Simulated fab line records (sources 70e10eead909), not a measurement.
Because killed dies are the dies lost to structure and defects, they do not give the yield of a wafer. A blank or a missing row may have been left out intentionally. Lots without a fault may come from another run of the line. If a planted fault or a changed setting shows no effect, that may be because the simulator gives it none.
Matching of chambers -- flow nand harc -- 3 sister chambers for NHARC_A_CHANNEL_HOLE_D2_DEP_01 on pecvd-02
The step deposits SiON, target thk 140 nm. 16 wafers are shown with their chamber, then 8 later ones without.

== EACH WAFER AND ITS CHAMBER ==
wafer,chamber,heater power w (W)
L701.1,0,660
L701.2,1,812
L701.5,2,749
L704.3,2,734
L704.4,0,767
L704.5,2,738
L708.1,0,732
L708.2,1,871
L708.3,2,667
L709.1,2,773
L709.3,1,873
L709.6,1,838
L710.3,0,769
L710.4,0,774
L710.5,1,842
L713.1,2,647

SIGNATURES (means of the wafers above)
reading,chamber 0,chamber 1,chamber 2,scatter within a chamber
heater power w,740.40,847.20,718.00,43
Rule: a wafer's distance from a chamber is the root of the sum, over the readings, of the square of ((its reading less the chamber's mean) divided by the reading's scatter). If the next closest chamber is less than 2 further off than the closest, the wafer can't be placed; otherwise it belongs to the closest. How the scatter is found: for the shown wafers, subtract from each reading the mean of its chamber, square and add these, divide the total by (wafers less chambers), then take the root.

== WAFERS WITHOUT THEIR CHAMBER ==
wafer,heater power w (W)
L713.2,637
L713.5,876
L720.1,730
L720.2,747
L720.5,754
L723.3,772
L723.5,781
L723.6,669

== THE CHAMBER EACH PASSED THROUGH ==
wafer,from the rows above,in truth
L713.2,can't be placed: 2 or 0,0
L713.5,1,1
L720.1,can't be placed: 0 or 2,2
L720.2,can't be placed: 0 or 2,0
L720.5,can't be placed: 0 or 2 or 1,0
L723.3,can't be placed: 0 or 2 or 1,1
L723.5,can't be placed: 0 or 2 or 1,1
L723.6,can't be placed: 2 or 0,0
Correctly placed: 1 of 8. These rows do not allow placing 7 (true chamber among the candidates in 7). Number placed wrongly: 0.
